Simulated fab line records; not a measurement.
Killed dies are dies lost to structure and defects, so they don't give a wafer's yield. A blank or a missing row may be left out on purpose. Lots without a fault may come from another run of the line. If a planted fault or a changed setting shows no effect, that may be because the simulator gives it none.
Matching of chambers -- flow nand harc -- 4 sister chambers for NHARC_A_STAIRCASE_TRIM_20 on rie diel-04
The step chemistry O2, time 211.2 s. 7 wafers are shown with their chamber, then 7 later ones without.

## WAFERS PAIRED WITH THEIR CHAMBERS
wafer,chamber,showerhead plenum p Torr (Torr),oes product au (a.u.)
L083.3,3,3.36,0.996
L083.4,0,3.73,1.022
L084.3,2,3.29,0.982
L084.5,0,3.72,1.020
L084.6,3,3.36,0.991
L086.1,1,3.48,0.999
L086.5,2,3.29,0.995

## WAFERS WHOSE CHAMBER IS MISSING
wafer,showerhead plenum p Torr (Torr),oes product au (a.u.)
L086.6,3.36,0.999
L088.4,3.29,0.994
L088.5,3.72,1.015
L088.6,3.35,1.004
L095.2,3.46,0.986
L095.3,3.34,1.018
L095.5,3.81,0.977

## CHAMBER TAKEN BY EACH
wafer,from the rows above,in truth
L086.6,3,3
L088.4,2,2
L088.5,0,0
L088.6,3,3
L095.2,1,1
L095.3,3,3
L095.5,0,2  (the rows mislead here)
6 of 7 placed correctly. Not placeable from these rows: 0. Placed wrongly: 1.
How it was worked out, from the rows above alone: a wafer's distance from a chamber is the root of the sum, over the readings, of the square of ((its reading less the chamber's mean) divided by the reading's scatter). If the next closest chamber is less than 2 further off than the closest, the wafer can't be placed; otherwise it belongs to the closest. The mean given for a chamber averages the wafers shown for that chamber. How the scatter is found: for the shown wafers, subtract from each reading the mean of its chamber, square and add these, divide the total by (wafers less chambers), then take the root.
